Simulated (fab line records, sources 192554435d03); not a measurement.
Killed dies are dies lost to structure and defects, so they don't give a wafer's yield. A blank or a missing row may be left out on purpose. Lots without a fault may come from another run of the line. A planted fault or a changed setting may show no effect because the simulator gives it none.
Split-lot experiment | flow n5_finfet | 7 lots, 21 wafers read, on a route of 1938 steps

THE SPLIT
At N5_BEOL_M12_CMP_49 (polishes, stops on SiOC, t overpolish 20.6 s, target thk 320 nm), the setting down_force_psi was moved away from the recipe's 1 psi on 6 of the 21 wafers read, by -17.0% to +15.3%. The other wafers ran this setting at the recipe's value.

The reading is taken at the split's own step.

THE READING
barrier_field_endpoint_s, in s, at N5_BEOL_M12_CMP_49 (polishes, stops on SiOC, t overpolish 20.6 s, target thk 320 nm). Fault-free wafers of this fab line usually give 30.3 s, standard deviation 0.72 s.

wafer  | tool, chamber at the split | down_force_psi as run, psi | against the recipe | barrier_field_endpoint_s, s | against lot-mates on the recipe
L075.1 | cmp-02, 1                  | 1.153                      | +15.3%             | 26.3                        | -3.7
L075.4 | cmp-02, 2                  | 1                          | recipe             | 29.1                        | -
L075.2 | cmp-02, 3                  | 1                          | recipe             | 30.9                        | -
L083.2 | cmp-03, 0                  | 1                          | recipe             | 29.4                        | -
L083.5 | cmp-03, 0                  | 0.9275                     | -7.3%              | 31.2                        | +1.2
L083.6 | cmp-03, 1                  | 1                          | recipe             | 30.6                        | -
L081.1 | cmp-04, 3                  | 1                          | recipe             | 29.5                        | -
L081.3 | cmp-04, 1                  | 1                          | recipe             | 31.0                        | -
L081.6 | cmp-04, 3                  | 1                          | recipe             | 29.6                        | -
L084.4 | cmp-04, 0                  | 1.073                      | +7.3%              | 28.7                        | -1.6
L084.1 | cmp-04, 1                  | 1                          | recipe             | 30.3                        | -
L084.2 | cmp-04, 2                  | 1.073                      | +7.3%              | 29.2                        | -1.1
L085.4 | cmp-04, 0                  | 1                          | recipe             | 30.2                        | -
L085.6 | cmp-04, 2                  | 1                          | recipe             | 30.8                        | -
L085.5 | cmp-04, 3                  | 1                          | recipe             | 29.9                        | -
L089.3 | cmp-03, 3                  | 1                          | recipe             | 30.8                        | -
L089.4 | cmp-03, 0                  | 1.131                      | +13.1%             | 28.2                        | -2.6
L089.5 | cmp-03, 3                  | 1                          | recipe             | 30.8                        | -
L091.3 | cmp-04, 2                  | 0.83                       | -17.0%             | 36.5                        | +6.1
L091.1 | cmp-04, 3                  | 1                          | recipe             | 29.7                        | -
L091.5 | cmp-04, 2                  | 1                          | recipe             | 31.0                        | -

THE FIT
A straight line over all 21 wafers: barrier_field_endpoint_s changes by -0.26 s for each +1% of down_force_psi; r = -0.91; the points scatter about the line by 0.81 s.
The same after taking each lot's own level away (the mean of its wafers on the recipe; 21 wafers): -0.265 s for each +1%; r = -0.93; scatter 0.7 s.
On that fit, the largest move of down_force_psi shifts the reading by 4.5 s.
The lots' own levels span 30.00 to 30.80 s, that is 1.1 times the standard deviation above.
So the lot-to-lot level changes the slope little: the two slopes agree.
Check: with one of the wafers moved furthest among these (-17.0%) left out of the fit, the line predicts +3.55 s for it against its lot-mates. It came out at +6.15 s against them.
Tool readings at the split's step, against how far the setting was moved: barrier_field_endpoint_s r = -0.91.

OTHER SPLITS ON THESE WAFERS
These wafers also went through other splits before the reading. Each is held against what the fit with the lots' levels taken away leaves over:
other split on the same wafers      | wafers away from the commonest value | r with barrier_field_endpoint_s (lot level and that fit taken away)
N5_BEOL_M10_TRENCH_ETCH_37 source_w | 7                                    | -0.05
N5_BEOL_M10_ETCH_41 source_w        | 12                                   | -0.57
N5_BEOL_M11_PECVD_70 temp_c         | 8                                    | +0.06
N5_BEOL_M11_COAT_05 spin_rpm        | 9                                    | -0.08

THE FILE'S OWN FIT
barrier_field_endpoint_s changes by -0.267 s for each +1% of down_force_psi, r = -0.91.
